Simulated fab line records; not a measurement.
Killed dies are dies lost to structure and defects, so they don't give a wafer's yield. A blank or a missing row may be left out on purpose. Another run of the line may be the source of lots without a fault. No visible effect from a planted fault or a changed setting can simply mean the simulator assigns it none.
fab line records	flow n5_finfet	part 1 of 2: steps 1 to 19 of 26
[record] lots = 5	wafers = 15	last_day = 18
route steps=1938 shown MIM_BOT_LITHO@1863 MIM_BOT_ETCH@1866 PASS1_CAP@1873 TV_LITHO@1875 TV_OPEN@1887
lots untouched by any fault: they come from a run of this same line in which no faults occurred
start_h: hours from the record's first day to the start of the lot's first wafer shown	wait_h: hours since the lot's step before	" same as the row above	L1.1+2: one row covering several wafers at once	- value missing, or start not given	* or withheld: withheld	< > ~ a bound
route shown NAME@n: NAME is a module with steps in the file, n the number in the route of the first one	usual: mean and standard deviation over wafers with no fault	same: alike in all rows	chamber/n: place in a boat	sites: the reading at each site	_std_site: their standard deviation	_edge_site: the outer-site mean with the inner-site mean subtracted	radius_mm: how far each site lies from the wafer's centre	mask NAME#n: copy n	behind: tool/chamber where the wafer was last shaped	hold: why the lot was held/for how many hours/how that ended	device: which transistor (n, p or np) failed to switch	end of line: the route-end tests of the same wafers	a step with no rows: only its recipe	killed: dies that structure and defects cost at the first sort, which is not the same as the wafer's yield	map: a wafer's dies, marking killed ones x, the rest . and places with no die _
set.NAME: the run value of the setting; set.NAME@STEP: its run value at that earlier step	model.NAME: the simulator's own value behind a step, which no gauge read
certain route steps with their lots: each step a table, each wafer a row
services: when a tool's chamber went out of use (start_h, in hours from the record's first day, below 0 if earlier), for how many hours, and the reason
[[steps]]
[step N5_MIM_BOT_LITHO_OVL_MEAS_11]
[recipe] points_per_wafer = 44
[usual] MIM_BOT_OVL = -4/4.9
lot.wafer	tool	chamber	start_h	wait_h	MIM_BOT_OVL[nm]
L075.1	overlay-02	0	269.64	0.0	-14
L075.5	"	0	"	"	-8
L075.6	"	0	"	"	0
L074.1	overlay-01	0	270.80	0.0	-10
L074.2	"	0	"	"	-8
L074.3	"	0	"	"	-7
L088.1	overlay-02	0	358.66	0.0	-3
L088.4	"	0	"	"	-6
L088.5	"	0	"	"	-6
L093.2	overlay-02	0	421.04	0.0	-2
L093.3	"	0	"	"	5
L093.5	"	0	"	"	-2
L096.2	overlay-02	0	431.38	0.0	0
L096.4	"	0	"	"	-3
L096.5	"	0	"	"	-3
[step N5_MIM_BOT_LITHO_INSPECT_12]
[recipe] mode = adi	inspect_instrument = macro
[usual] raw_defect_count = 1.8/1.2
lot.wafer	tool	chamber	start_h	wait_h	raw_defect_count
L075.1	defect_inspect-02	-	269.67	0.0	0
L075.5	"	-	"	"	3
L075.6	"	-	"	"	3
L074.1	defect_inspect-02	-	270.82	0.0	3
L074.2	"	-	"	"	1
L074.3	"	-	"	"	0
L088.1	defect_inspect-02	-	358.68	0.0	2
L088.4	"	-	"	"	1
L088.5	"	-	"	"	2
L093.2	defect_inspect-02	-	421.06	0.0	2
L093.3	"	-	"	"	2
L093.5	"	-	"	"	1
L096.2	defect_inspect-01	-	431.41	0.0	3
L096.4	"	-	"	"	2
L096.5	"	-	"	"	1
[step N5_MIM_BOT_LITHO_DESCUM_10]
[recipe] chemistry = O2	time_s = 7.9	source_power_w = 50	bias_power_w = 20	pressure_mtorr = 20	rf_frequency_hz = 2.712e+07	temp_c = 40	o2_flow_sccm = 225
[usual] drypump_motor_current_A = 5.7/0.48	oes_product_au = 0.80/0.079	rf_fwd_power_W = 49.68/0.18	rf_vpp_V = 243.6/1.1	showerhead_plenum_p_Torr = 2.13/0.055	throttle_valve_pct = 20.35/0.25
lot.wafer	tool	chamber	start_h	wait_h	drypump_motor_current_A	oes_product_au	rf_fwd_power_W	rf_hours_counter_h	rf_vpp_V	showerhead_plenum_p_Torr	throttle_valve_pct
L075.1	rie_diel-05	2	269.73	0.1	5.9	0.71	49.48	243	244.5	2.17	20.35
L075.5	"	3	"	"	6.1	0.69	49.73	-	243.7	2.17	20.63
L075.6	"	2	"	"	5.9	0.70	49.84	-	244.8	2.17	20.33
L074.1	rie_diel-04	3	270.86	0.0	4.9	0.80	49.66	124	241.6	2.00	20.42
L074.2	"	2	"	"	4.9	0.86	49.60	52	244.0	2.12	20.46
L074.3	"	0	"	"	6.7	0.82	49.84	89	244.5	2.20	20.19
L088.1	rie_diel-04	3	358.77	0.1	4.9	0.76	49.67	157	240.6	1.99	20.48
L088.4	"	2	"	"	4.9	0.83	49.87	84	244.8	2.11	20.51
L088.5	"	3	"	"	4.9	0.77	49.67	-	241.9	1.99	20.49
L093.2	rie_diel-04	3	421.10	0.0	4.9	0.74	49.45	182	241.3	1.98	20.53
L093.3	"	0	"	"	6.7	0.78	49.61	139	243.7	2.19	20.26
L093.5	"	3	"	"	4.9	0.73	49.57	-	241.7	1.98	20.51
L096.2	rie_diel-05	3	431.68	0.3	6.1	0.89	49.79	24	243.5	2.15	20.22
L096.4	"	1	"	"	6.1	0.87	49.54	-	242.8	2.14	20.45
L096.5	"	2	"	"	5.9	0.84	49.68	-	242.9	2.15	19.94
[step N5_MIM_BOT_ETCH_ETCH_04]
[recipe] chemistry = CF4/O2	target = SiNx	target_depth_a = 260	time_s = 13	ion_energy_ev = 100	pressure_mtorr = 40	source_w = 535	bias_w = 49	Ar_flow_sccm = 100	cf4_flow_sccm = 100	O2_flow_sccm = 10
[usual] bias_w = 48.99/0.14	drypump_motor_current_A = 5.8/0.48	mfc_ar_sccm = 100.1/0.31	oes_product_au = 0.79/0.078	rf_fwd_power_W = 531.3/1.9	rf_vpp_V = 244/4	showerhead_plenum_p_Torr = 2.23/0.045	throttle_valve_pct = 15.90/0.26
lot.wafer	tool	chamber	start_h	wait_h	bias_w	drypump_motor_current_A	mfc_ar_sccm	oes_product_au	rf_fwd_power_W	rf_hours_counter_h	rf_vpp_V	showerhead_plenum_p_Torr	throttle_valve_pct
L075.1	rie_diel-05	2	269.80	0.0	49.17	5.9	100.1	0.69	531.0	243	250	2.26	15.85
L075.5	"	3	"	"	48.77	6.1	99.9	0.68	531.9	-	239	2.26	16.07
L075.6	"	2	"	"	49.05	5.9	100.3	0.69	527.6	-	251	2.26	15.85
L074.1	rie_diel-04	3	270.93	0.0	48.92	4.9	100.1	0.80	535.2	124	246	2.13	16.13
L074.2	"	2	"	"	49.17	5.0	100.1	0.85	532.4	52	241	2.24	16.00
L074.3	"	0	"	"	48.69	6.7	100.0	0.82	533.0	89	243	2.31	15.73
L088.1	rie_diel-04	3	358.83	0.0	48.78	4.9	100.0	0.76	530.2	157	245	2.12	16.19
L088.4	"	2	"	"	49.23	5.0	100.4	0.82	530.1	84	240	2.23	16.07
L088.5	"	3	"	"	49.01	4.9	100.5	0.76	530.2	-	246	2.12	16.18
L093.2	rie_diel-04	3	421.16	0.0	49.15	4.9	100.2	0.74	530.9	182	244	2.11	16.22
L093.3	"	0	"	"	48.93	6.7	100.1	0.77	532.3	139	242	2.29	15.82
L093.5	"	3	"	"	49.24	4.9	100.4	0.74	531.4	-	246	2.11	16.22
L096.2	rie_diel-05	3	431.75	0.0	48.80	6.1	99.9	0.88	531.6	24	244	2.24	15.67
L096.4	"	1	"	"	48.61	6.0	100.6	0.85	531.4	-	244	2.24	15.87
L096.5	"	2	"	"	49.10	5.9	100.0	0.83	530.1	-	250	2.24	15.41
[step N5_MIM_BOT_ETCH_ETCH_03]
[recipe] chemistry = Cl2/BCl3	target_depth_a = 120	pressure_mtorr = 8	icp_w = 800	bias_w = 100	Cl2_flow_sccm = 20	bcl3_flow_sccm = 80
[usual] bias_w = 99.99/0.29	drypump_motor_current_A = 5.93/0.19	oes_product_au = 0.80/0.089	rf_fwd_power_W = 795.3/2.7	throttle_valve_pct = 27.36/0.23
lot.wafer	tool	chamber	start_h	wait_h	bias_w	drypump_motor_current_A	oes_product_au	rf_fwd_power_W	rf_hours_counter_h	throttle_valve_pct
L075.1	rie_metal-02	0	269.91	0.1	99.94	5.67	0.77	793.1	38	27.61
L075.5	"	1	"	"	99.69	6.15	0.75	795.0	-	27.40
L075.6	"	0	"	"	100.10	5.67	0.79	792.8	-	27.60
L074.1	rie_metal-01	1	271.02	0.1	99.80	6.24	0.68	798.0	92	27.58
L074.2	"	0	"	"	100.18	5.79	0.96	796.3	1	27.03
L074.3	"	1	"	"	100.02	6.12	0.68	794.8	-	27.56
L088.1	rie_metal-03	1	358.93	0.1	99.83	5.74	0.82	796.1	34	27.22
L088.4	"	1	"	"	100.14	5.75	0.82	798.4	-	27.24
L088.5	"	0	"	"	100.09	5.98	0.87	795.3	-	27.56
L093.2	rie_metal-03	0	421.25	0.1	99.68	6.01	0.85	794.4	21	27.59
L093.3	"	0	"	"	99.96	6.01	0.85	798.2	-	27.56
L093.5	"	0	"	"	100.17	6.03	0.85	798.7	-	27.58
L096.2	rie_metal-03	0	431.84	0.1	100.31	6.00	0.84	793.3	23	27.56
L096.4	"	0	"	"	99.52	6.00	0.84	792.2	-	27.58
L096.5	"	0	"	"	99.69	6.00	0.83	793.0	-	27.60
[step N5_MIM_BOT_ETCH_ETCH_00]
[recipe] chemistry = Cl2/BCl3	target = TiN	target_depth_a = 455	ion_energy_ev = 150	pressure_mtorr = 10	icp_w = 1000	bias_w = 126	Cl2_flow_sccm = 53.25	bcl3_flow_sccm = 21.75	Ar_flow_sccm = 25
[usual] bias_w = 126.1/0.33	drypump_motor_current_A = 5.94/0.2	mfc_ar_sccm = 25.02/0.077	oes_product_au = 0.80/0.09	rf_fwd_power_W = 995/3.3	throttle_valve_pct = 21.76/0.2
lot.wafer	tool	chamber	start_h	wait_h	bias_w	drypump_motor_current_A	mfc_ar_sccm	oes_product_au	rf_fwd_power_W	rf_hours_counter_h	throttle_valve_pct
L075.1	rie_metal-02	0	270.00	0.1	125.8	5.65	24.93	0.78	989	38	22.06
L075.5	"	1	"	"	125.6	6.14	25.05	0.75	1000	-	21.73
L075.6	"	0	"	"	125.5	5.69	24.81	0.77	999	-	22.07
L074.1	rie_metal-01	1	271.11	0.1	125.5	6.21	25.01	0.68	997	92	21.94
L074.2	"	0	"	"	126.3	5.81	24.96	0.98	991	1	21.47
L074.3	"	1	"	"	126.1	6.19	24.98	0.69	993	-	21.94
L088.1	rie_metal-03	1	359.02	0.1	126.5	5.73	24.87	0.82	992	34	21.62
L088.4	"	1	"	"	125.9	5.75	24.85	0.82	992	-	21.64
L088.5	"	0	"	"	125.7	6.05	25.03	0.86	996	-	21.86
L093.2	rie_metal-03	0	421.34	0.1	125.6	5.99	25.03	0.85	998	21	21.87
L093.3	"	0	"	"	126.6	6.02	25.01	0.84	990	-	21.87
L093.5	"	0	"	"	126.0	6.02	25.07	0.85	992	-	21.86
L096.2	rie_metal-03	0	431.93	0.1	126.4	6.02	24.95	0.85	996	23	21.89
L096.4	"	0	"	"	126.1	6.04	25.02	0.84	995	-	21.87
L096.5	"	0	"	"	126.1	6.03	25.00	0.84	999	-	21.86
[step N5_MIM_BOT_ETCH_STRIP_01]
[recipe] chemistry = O2	power_w = 600	temp_c = 60	pressure_mtorr = 30	rf_frequency_hz = 6e+07	bias_power_w = 0	overash_fraction = 0.5	o2_flow_sccm = 225
[usual] drypump_motor_current_A = 5.7/0.51	oes_product_au = 0.79/0.078	rf_vpp_V = 3.7/1.4	showerhead_plenum_p_Torr = 2.13/0.059	throttle_valve_pct = 16.61/0.24
[same] overash_fraction = 0.5
lot.wafer	tool	chamber	start_h	wait_h	drypump_motor_current_A	oes_product_au	rf_hours_counter_h	rf_vpp_V	showerhead_plenum_p_Torr	throttle_valve_pct
L075.1	rie_diel-05	0	270.19	0.1	5.6	0.73	198	1.2	2.18	16.80
L075.5	"	3	"	"	6.1	0.68	-	4.4	2.17	16.86
L075.6	"	2	"	"	5.9	0.72	-	4.5	2.17	16.58
L074.1	rie_diel-04	3	271.28	0.1	4.9	0.78	124	1.3	2.00	16.70
L074.2	"	2	"	"	5.0	0.86	52	3.4	2.13	16.69
L074.3	"	0	"	"	6.7	0.80	89	6.4	2.21	16.42
L088.1	rie_diel-04	1	359.26	0.2	5.7	0.72	183	3.6	2.08	16.61
L088.4	"	2	"	"	5.0	0.83	84	1.8	2.12	16.76
L088.5	"	0	"	"	6.7	0.79	-	3.4	2.20	16.47
L093.2	rie_diel-01	3	421.49	0.1	5.7	0.77	127	3.4	2.10	16.93
L093.3	"	1	"	"	6.1	0.70	225	4.8	2.17	16.76
L093.5	"	1	"	"	6.1	0.70	-	4.3	2.17	16.71
L096.2	rie_diel-04	0	432.15	0.2	6.7	0.77	142	4.1	2.19	16.51
L096.4	"	1	"	"	5.7	0.70	209	2.2	2.07	16.65
L096.5	"	3	"	"	4.9	0.73	-	4.5	1.98	16.84
[step N5_MIM_BOT_ETCH_STRIP_02]
[recipe] chemistry = post_etch_residue_remover	time_s = 1200	temp_c = 72.5
lot.wafer	tool	chamber	start_h	wait_h
L075.1+5+6	wet_bench-04	0,4,7	270.26	-
L074.1+2+3	wet_bench-03	4,7,6	271.36	-
L088.1+4+5	wet_bench-03	0,5,4	359.33	-
L093.2+3+5	wet_bench-03	3,6,0	421.56	-
L096.2+4+5	wet_bench-01	5,6,7	432.21	-
[step N5_MIM_BOT_ETCH_CLEAN_05]
[recipe] chemistry = IPA	time_s = 180	temp_c = 25
lot.wafer	tool	chamber	start_h	wait_h
L075.1+5+6	wet_bench-04	0,4,7	270.59	0.0
L074.1+2+3	wet_bench-03	4,7,6	271.70	0.0
L088.1+4+5	wet_bench-03	0,5,4	359.66	0.0
L093.2+3+5	wet_bench-03	3,6,0	421.89	0.0
L096.2+4+5	wet_bench-01	5,6,7	432.55	0.0
[step N5_MIM_BOT_ETCH_SRD_06]
[recipe] dry = ipa_marangoni	time_s = 30	temp_c = 23	rinse_liquid = diw
lot.wafer	tool	chamber	start_h	wait_h
L075.1+5+6	wet_bench-04	0,4,7	270.64	0.0
L074.1+2+3	wet_bench-03	4,7,6	271.75	0.0
L088.1+4+5	wet_bench-03	0,5,4	359.71	0.0
L093.2+3+5	wet_bench-03	3,6,0	421.94	0.0
L096.2+4+5	wet_bench-01	5,6,7	432.60	0.0
[step N5_PASSIVATION_PECVD_55]
[recipe] material = SiO2	target_thk_a = 4000	temp_c = 400	precursor = SiH4/N2O	pressure_torr = 2.7	rf_w = 608	time_s = 22.5
[usual] chamber_pressure_Torr = 2.700/0.0059	heater_power_w = 656/79	rf_fwd_power_W = 600/3.3	showerhead_plenum_p_Torr = 8.11/0.078	throttle_valve_pct = 51/3.5
lot.wafer	tool	chamber	start_h	wait_h	chamber_pressure_Torr	heater_power_w	rf_fwd_power_W	showerhead_plenum_p_Torr	throttle_valve_pct
L075.1	pecvd-02	0	270.70	0.0	2.696	727	602	8.19	49
L075.5	"	0	"	"	2.702	577	601	8.19	49
L075.6	"	1	"	"	2.696	731	600	8.09	51
L074.1	pecvd-01	1	271.80	0.0	2.705	608	601	8.05	52
L074.2	"	2	"	"	2.702	722	595	8.01	48
L074.3	"	0	"	"	2.722	639	601	8.15	55
L088.1	pecvd-03	1	359.76	0.0	2.697	818	605	8.13	49
L088.4	"	0	"	"	2.698	619	604	8.26	58
L088.5	"	2	"	"	2.697	672	597	8.17	47
L093.2	pecvd-03	2	421.99	0.0	2.685	705	596	8.18	46
L093.3	"	1	"	"	2.707	755	602	8.13	47
L093.5	"	0	"	"	2.696	662	602	8.26	58
L096.2	pecvd-01	2	432.65	0.0	2.701	709	597	8.03	49
L096.4	"	1	"	"	2.695	636	600	8.02	52
L096.5	"	0	"	"	2.697	571	600	8.14	55
[step N5_PASSIVATION_PECVD_01]
[recipe] material = SiNx	target_thk_a = 2000	temp_c = 400	precursor = SiH4/NH3/N2	pressure_torr = 4.9	rf_w = 1406	time_s = 43.2
[usual] chamber_pressure_Torr = 4.900/0.011	heater_power_w = 378/71	rf_fwd_power_W = 1393/5.7	showerhead_plenum_p_Torr = 8.64/0.056	throttle_valve_pct = 28.9/1.9
lot.wafer	tool	chamber	start_h	wait_h	chamber_pressure_Torr	heater_power_w	rf_fwd_power_W	showerhead_plenum_p_Torr	throttle_valve_pct
L075.1	pecvd-02	0	270.73	0.0	4.897	445	1395	8.66	27.8
L075.5	"	0	"	"	4.915	457	1392	8.70	27.9
L075.6	"	1	"	"	4.905	475	1388	8.64	28.7
L074.1	pecvd-01	1	271.83	0.0	4.903	301	1387	8.60	29.6
L074.2	"	2	"	"	4.896	437	1390	8.58	27.5
L074.3	"	0	"	"	4.896	333	1406	8.67	31.0
L088.1	pecvd-03	1	359.80	0.0	4.885	485	1397	8.68	27.5
L088.4	"	0	"	"	4.911	366	1401	8.74	32.9
L088.5	"	2	"	"	4.905	456	1385	8.67	26.2
L093.2	pecvd-03	2	422.03	0.0	4.883	393	1379	8.68	26.5
L093.3	"	1	"	"	4.893	396	1402	8.65	26.7
L093.5	"	0	"	"	4.911	360	1397	8.75	32.7
L096.2	pecvd-01	2	432.68	0.0	4.899	484	1385	8.57	27.9
L096.4	"	1	"	"	4.903	364	1391	8.59	29.6
L096.5	"	0	"	"	4.904	265	1398	8.65	31.3
[step N5_PASSIVATION_HMDS_03]
[recipe] time_s = 60	temp_c = 120
[usual] exhaust_pa = 45.0/1
lot.wafer	tool	chamber	start_h	wait_h	exhaust_pa
L074.1	litho_track-01	0	273.13	1.3	45.5
L074.2	"	0	"	"	45.4
L074.3	"	0	"	"	45.2
L075.1	litho_track-02	0	273.30	2.5	44.7
L075.5	"	0	"	"	45.5
L075.6	"	0	"	"	45.3
L088.1	litho_track-02	0	362.93	3.1	44.1
L088.4	"	0	"	"	44.7
L088.5	"	0	"	"	44.6
L093.2	litho_track-02	0	422.79	0.7	47.6
L093.3	"	0	"	"	46.5
L093.5	"	0	"	"	43.6
L096.2	litho_track-02	0	434.95	2.2	45.0
L096.4	"	0	"	"	47.0
L096.5	"	0	"	"	44.0
[step N5_PASSIVATION_COAT_04]
[recipe] spin_rpm = *	resist_thk_nm = *
[usual] exhaust_pa = 44.9/0.88
lot.wafer	tool	chamber	start_h	wait_h	exhaust_pa
L074.1	litho_track-01	0	-	-	45.8
L074.2	"	0	"	"	44.1
L074.3	"	0	"	"	44.4
L075.1	litho_track-02	0	-	-	45.3
L075.5	"	0	"	"	45.9
L075.6	"	0	"	"	44.6
L088.1	litho_track-02	0	-	-	43.9
L088.4	"	0	"	"	43.5
L088.5	"	0	"	"	45.6
L093.2	litho_track-02	0	-	-	45.0
L093.3	"	0	"	"	45.2
L093.5	"	0	"	"	45.3
L096.2	litho_track-02	0	-	-	44.1
L096.4	"	0	"	"	44.7
L096.5	"	0	"	"	44.9
[step N5_PASSIVATION_EBR_06]
[recipe] solvent = PGMEA	ebr_width_mm = 1.5
[usual] exhaust_pa = 45.1/0.95
lot.wafer	tool	chamber	start_h	wait_h	exhaust_pa
L074.1	litho_track-01	0	-	-	44.7
L074.2	"	0	"	"	45.4
L074.3	"	0	"	"	44.5
L075.1	litho_track-02	0	-	-	44.0
L075.5	"	0	"	"	45.4
L075.6	"	0	"	"	45.7
L088.1	litho_track-02	0	-	-	44.3
L088.4	"	0	"	"	44.2
L088.5	"	0	"	"	45.3
L093.2	litho_track-02	0	-	-	44.4
L093.3	"	0	"	"	44.7
L093.5	"	0	"	"	44.4
L096.2	litho_track-02	0	-	-	45.3
L096.4	"	0	"	"	45.8
L096.5	"	0	"	"	44.9
[step N5_PASSIVATION_SOFTBAKE_05]
[recipe] temp_c = 100	time_s = 90
[usual] exhaust_pa = 45.2/0.86
lot.wafer	tool	chamber	start_h	wait_h	exhaust_pa
L074.1	litho_track-01	0	-	-	45.3
L074.2	"	0	"	"	45.3
L074.3	"	0	"	"	44.9
L075.1	litho_track-02	0	-	-	45.0
L075.5	"	0	"	"	44.4
L075.6	"	0	"	"	45.0
L088.1	litho_track-02	0	-	-	45.9
L088.4	"	0	"	"	45.0
L088.5	"	0	"	"	43.9
L093.2	litho_track-02	0	-	-	44.5
L093.3	"	0	"	"	45.5
L093.5	"	0	"	"	45.2
L096.2	litho_track-02	0	-	-	44.7
L096.4	"	0	"	"	44.7
L096.5	"	0	"	"	44.5
[step N5_PASSIVATION_EXPOSE_07]
[recipe] mask_id = TV	na = 0.55	source_shape = conventional	sigma_outer = 0.8	polarization = unpolarized	defocus_nm = 0	target_cd_nm = 3000	dose_mj = 22.75
[usual] focus_offset_nm = 0.0/0.53
[same] sigma_outer = 0.8
lot.wafer	tool	chamber	start_h	wait_h	mask	focus_offset_nm
L074.1	krf_scanner-02	0	273.24	-	TV#0	0.3
L074.2	"	0	"	"	TV#0	0.5
L074.3	"	0	"	"	TV#0	0.1
L075.1	krf_scanner-02	0	273.41	-	TV#0	-0.3
L075.5	"	0	"	"	TV#0	0.8
L075.6	"	0	"	"	TV#0	0.8
L088.1	krf_scanner-02	0	363.17	-	TV#0	0.4
L088.4	"	0	"	"	TV#0	0.2
L088.5	"	0	"	"	TV#0	-0.4
L093.2	krf_scanner-01	0	422.90	-	TV#0	-0.9
L093.3	"	0	"	"	TV#0	-1.1
L093.5	"	0	"	"	TV#0	-0.9
L096.2	krf_scanner-01	0	435.35	-	TV#0	0.0
L096.4	"	0	"	"	TV#0	0.1
L096.5	"	0	"	"	TV#0	0.2
[step N5_PASSIVATION_PEB_08]
[recipe] peb_temp_c = withheld	peb_time_s = *
[usual] exhaust_pa = 45.3/0.9
lot.wafer	tool	chamber	start_h	wait_h	exhaust_pa
L074.1	litho_track-01	0	273.30	0.1	44.6
L074.2	"	0	"	"	45.9
L074.3	"	0	"	"	46.6
L075.1	litho_track-01	0	273.47	0.1	44.8
L075.5	"	0	"	"	43.7
L075.6	"	0	"	"	46.4
L088.1	litho_track-02	0	363.22	0.1	45.8
L088.4	"	0	"	"	45.1
L088.5	"	0	"	"	45.7
L093.2	litho_track-05	0	422.96	0.0	46.4
L093.3	"	0	"	"	45.5
L093.5	"	0	"	"	46.0
L096.2	litho_track-02	0	435.40	0.0	45.9
L096.4	"	0	"	"	45.9
L096.5	"	0	"	"	45.4
[step N5_PASSIVATION_DEVELOP_09]
[recipe] develop_time_s = 60	rinse_liquid = diw	dry = air_spin	dev_temp_c = 21
[usual] exhaust_pa = 45.0/0.96
lot.wafer	tool	chamber	start_h	wait_h	exhaust_pa
L074.1	litho_track-01	0	-	-	44.6
L074.2	"	0	"	"	44.8
L074.3	"	0	"	"	44.3
L075.1	litho_track-01	0	-	-	46.4
L075.5	"	0	"	"	46.2
L075.6	"	0	"	"	46.6
L088.1	litho_track-02	0	-	-	45.7
L088.4	"	0	"	"	45.3
L088.5	"	0	"	"	45.9
L093.2	litho_track-05	0	-	-	45.4
L093.3	"	0	"	"	43.7
L093.5	"	0	"	"	44.9
L096.2	litho_track-02	0	-	-	46.0
L096.4	"	0	"	"	46.7
L096.5	"	0	"	"	47.1
